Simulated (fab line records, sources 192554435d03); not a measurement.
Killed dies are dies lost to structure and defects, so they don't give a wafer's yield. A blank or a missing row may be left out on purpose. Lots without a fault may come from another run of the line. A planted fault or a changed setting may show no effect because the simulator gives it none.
Chamber matching | flow n5_finfet | N5_BEOL_M0_SAQP_DESCUM_19 on rie_diel-01: 4 sister chambers
The step chemistry O2, time 7.9 s. 8 wafers are shown with their chamber, then 7 later ones without.

WAFERS WITH THEIR CHAMBER
wafer  | chamber | throttle_valve_pct (%) | oes_product_au (a.u.)
L488.2 | 3       | 20.45                  | 0.71
L488.6 | 2       | 20.47                  | 0.71
L494.6 | 0       | 20.01                  | 0.99
L496.2 | 2       | 20.48                  | 0.69
L496.4 | 1       | 20.64                  | 0.71
L496.5 | 0       | 20.00                  | 0.97
L497.2 | 1       | 20.64                  | 0.71
L497.4 | 3       | 20.46                  | 0.70

WAFERS WITHOUT THEIR CHAMBER
wafer  | throttle_valve_pct (%) | oes_product_au (a.u.)
L497.5 | 20.47                  | 0.70
L499.3 | 20.49                  | 0.68
L499.5 | 20.49                  | 0.70
L499.6 | 20.49                  | 0.69
L501.1 | 20.66                  | 0.70
L501.4 | 20.51                  | 0.69
L501.5 | 20.49                  | 0.68

WHICH CHAMBER EACH WENT THROUGH
wafer  | from the rows above     | in truth
L497.5 | can't be placed: 2 or 3 | 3
L499.3 | 2                       | 2
L499.5 | 2                       | 2
L499.6 | 2                       | 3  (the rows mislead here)
L501.1 | 1                       | 1
L501.4 | 2                       | 2
L501.5 | 2                       | 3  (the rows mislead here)
Placed correctly: 4 of 7. Can't be placed from these rows: 1 (the true chamber is among the candidates in 1). Placed wrongly: 2.
How it was worked out, from the rows above alone: a wafer's distance from a chamber is the root of the sum, over the readings, of the square of ((its reading less the chamber's mean) divided by the reading's scatter). The wafer belongs to the nearest chamber; if the next one is less than 2 further off, it can't be placed. A chamber's mean is the mean of its shown wafers. The scatter: the root of (the sum of the squares of (reading less its chamber's mean) over the shown wafers, divided by (wafers less chambers)).
